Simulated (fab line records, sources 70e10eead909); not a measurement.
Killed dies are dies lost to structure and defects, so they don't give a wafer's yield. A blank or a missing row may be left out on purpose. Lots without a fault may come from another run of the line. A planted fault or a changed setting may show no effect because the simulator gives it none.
Chamber matching | flow nand_harc | NHARC_A_M1_ETCH_15 on rie_diel-03: 4 sister chambers
The step etches the open film in C4F8/Ar, target depth 182.5 nm, time 91.2 s. 4 wafers are shown with their chamber, then 7 later ones without.

WAFERS WITH THEIR CHAMBER
wafer  | chamber | rf_vpp_V (V)
L497.3 | 0       | 438.7
L500.1 | 3       | 443.5
L516.1 | 2       | 444.4
L516.2 | 1       | 442.6

WAFERS WITHOUT THEIR CHAMBER
wafer  | rf_vpp_V (V)
L516.3 | 437.7
L520.3 | 443.5
L520.4 | 441.6
L520.6 | 443.4
L518.1 | 438.7
L518.2 | 442.5
L518.3 | 445.1

WHICH CHAMBER EACH WENT THROUGH
wafer  | from the rows above          | in truth
L516.3 | 0                            | 0
L520.3 | can't be placed: 3 or 1 or 2 | 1
L520.4 | can't be placed: 1 or 3      | 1
L520.6 | can't be placed: 3 or 1 or 2 | 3
L518.1 | 0                            | 0
L518.2 | can't be placed: 1 or 3      | 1
L518.3 | can't be placed: 2 or 3      | 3
Placed correctly: 2 of 7. Can't be placed from these rows: 5 (the true chamber is among the candidates in 5). Placed wrongly: 0.
How it was worked out, from the rows above alone: a wafer's distance from a chamber is the root of the sum, over the readings, of the square of ((its reading less the chamber's mean) divided by the reading's scatter). The wafer belongs to the nearest chamber; if the next one is less than 2 further off, it can't be placed. A chamber's mean is the mean of its shown wafers. The scatter: with one shown wafer a chamber, the root of the mean of the squares of how far each hidden wafer lies from its nearest shown one.
